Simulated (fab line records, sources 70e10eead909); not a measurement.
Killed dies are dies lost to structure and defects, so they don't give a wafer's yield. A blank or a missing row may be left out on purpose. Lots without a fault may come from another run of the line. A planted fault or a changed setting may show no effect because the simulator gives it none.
Chamber matching | flow nand_harc | NHARC_A_STAIRCASE_TRIM_220 on rie_diel-12: 4 sister chambers
The step chemistry O2, time 211.2 s. 14 wafers are shown with their chamber, then 7 later ones without.

WAFERS WITH THEIR CHAMBER
wafer  | chamber | showerhead_plenum_p_Torr (Torr) | oes_product_au (a.u.) | throttle_valve_pct (%)
L074.2 | 0       | 3.71                            | 0.997                 | 17.044
L074.4 | 1       | 3.50                            | 1.000                 | 17.050
L074.5 | 1       | 3.49                            | 1.000                 | 17.036
L079.1 | 2       | 3.38                            | 1.003                 | 17.032
L079.5 | 0       | 3.70                            | 1.008                 | 17.035
L079.6 | 3       | 3.53                            | 1.011                 | 17.030
L085.3 | 2       | 3.37                            | 0.997                 | 17.043
L085.4 | 1       | 3.48                            | 1.003                 | 17.034
L085.5 | 1       | 3.48                            | 1.007                 | 17.030
L087.2 | 2       | 3.37                            | 1.000                 | 17.033
L087.5 | 3       | 3.52                            | 1.007                 | 17.041
L087.6 | 0       | 3.69                            | 0.995                 | 17.045
L090.1 | 3       | 3.52                            | 1.008                 | 17.031
L090.2 | 1       | 3.47                            | 1.006                 | 17.029

SIGNATURES (means of the wafers above)
reading                  | chamber 0 | chamber 1 | chamber 2 | chamber 3 | scatter within a chamber
showerhead_plenum_p_Torr | 3.7000    | 3.4840    | 3.3733    | 3.5233    | 0.00924
oes_product_au           | 1.00000   | 1.00320   | 1.00000   | 1.00867   | 0.00409
throttle_valve_pct       | 17.04133  | 17.03580  | 17.03600  | 17.03400  | 0.00702
Rule: a wafer's distance from a chamber is the root of the sum, over the readings, of the square of ((its reading less the chamber's mean) divided by the reading's scatter). The wafer belongs to the nearest chamber; if the next one is less than 2 further off, it can't be placed. The scatter: the root of (the sum of the squares of (reading less its chamber's mean) over the shown wafers, divided by (wafers less chambers)).

WAFERS WITHOUT THEIR CHAMBER
wafer  | showerhead_plenum_p_Torr (Torr) | oes_product_au (a.u.) | throttle_valve_pct (%)
L090.6 | 3.69                            | 0.995                 | 17.040
L091.1 | 3.68                            | 0.993                 | 17.044
L091.2 | 3.52                            | 0.997                 | 17.027
L091.5 | 3.68                            | 1.000                 | 17.022
L095.1 | 3.51                            | 1.005                 | 17.051
L095.4 | 3.68                            | 1.005                 | 17.025
L095.5 | 3.51                            | 1.007                 | 17.021

WHICH CHAMBER EACH WENT THROUGH
wafer  | from the rows above     | in truth
L090.6 | 0                       | 0
L091.1 | 0                       | 0
L091.2 | can't be placed: 3 or 1 | 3
L091.5 | 0                       | 0
L095.1 | can't be placed: 3 or 1 | 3
L095.4 | 0                       | 0
L095.5 | can't be placed: 3 or 1 | 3
Placed correctly: 4 of 7. Can't be placed from these rows: 3 (the true chamber is among the candidates in 3). Placed wrongly: 0.
